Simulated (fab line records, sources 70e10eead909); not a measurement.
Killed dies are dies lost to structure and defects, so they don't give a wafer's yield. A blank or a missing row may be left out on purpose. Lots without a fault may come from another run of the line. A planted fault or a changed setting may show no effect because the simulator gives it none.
Which tool did it? | flow nand_harc | 12 lots, 36 wafers sampled, at 1 step of a route of 1302

WHAT THE GAUGES READ, wafer by wafer
NHARC_P_CONTACT_INSPECT_14.
lot  | measured     | on                | raw_defect_count
L075 | day 6 04:56  | defect_inspect-02 | 5 6 8
L077 | day 7 06:46  | defect_inspect-02 | 3 4 8
L079 | day 7 21:22  | defect_inspect-01 | 10 4 8
L081 | day 9 06:46  | defect_inspect-02 | 5 7 2
L083 | day 9 17:19  | defect_inspect-01 | 4 5 2
L085 | day 10 19:56 | defect_inspect-02 | 4 9 3
L087 | day 11 04:43 | defect_inspect-01 | 6 5 0
L088 | day 11 21:13 | defect_inspect-02 | 4 2 2
L091 | day 12 20:35 | defect_inspect-02 | 6 0 8
L093 | day 13 16:43 | defect_inspect-02 | 5 6 4
L095 | day 14 12:14 | defect_inspect-01 | 5 7 1
L097 | day 15 10:52 | defect_inspect-02 | 6 6 2

WHICH TOOL RAN EACH LOT (tool, then ch and the chambers of the sampled wafers, then the start)
The record holds no process step before these readings.

THE ANSWER, worked out from the rows above alone
Rule: what is usual is taken from the lots themselves. Put in order of their means at a reading, lots are off if they are a third of the lots or fewer, leave a main group of 4 or more, and stand apart from it by a gap of 3 or more times the standard deviation of the main group's means; of several such gaps the widest counts. A main group whose means are all the same, to the digits that the tables above print for the reading, isn't used. A lot without any number at a reading at which 4 lots or more have one is off too. The other lots that the step has rows for count as sound.
No lot is off at any reading shown: from this, nothing can be told.

WHAT THE SIMULATOR HAD PUT IN
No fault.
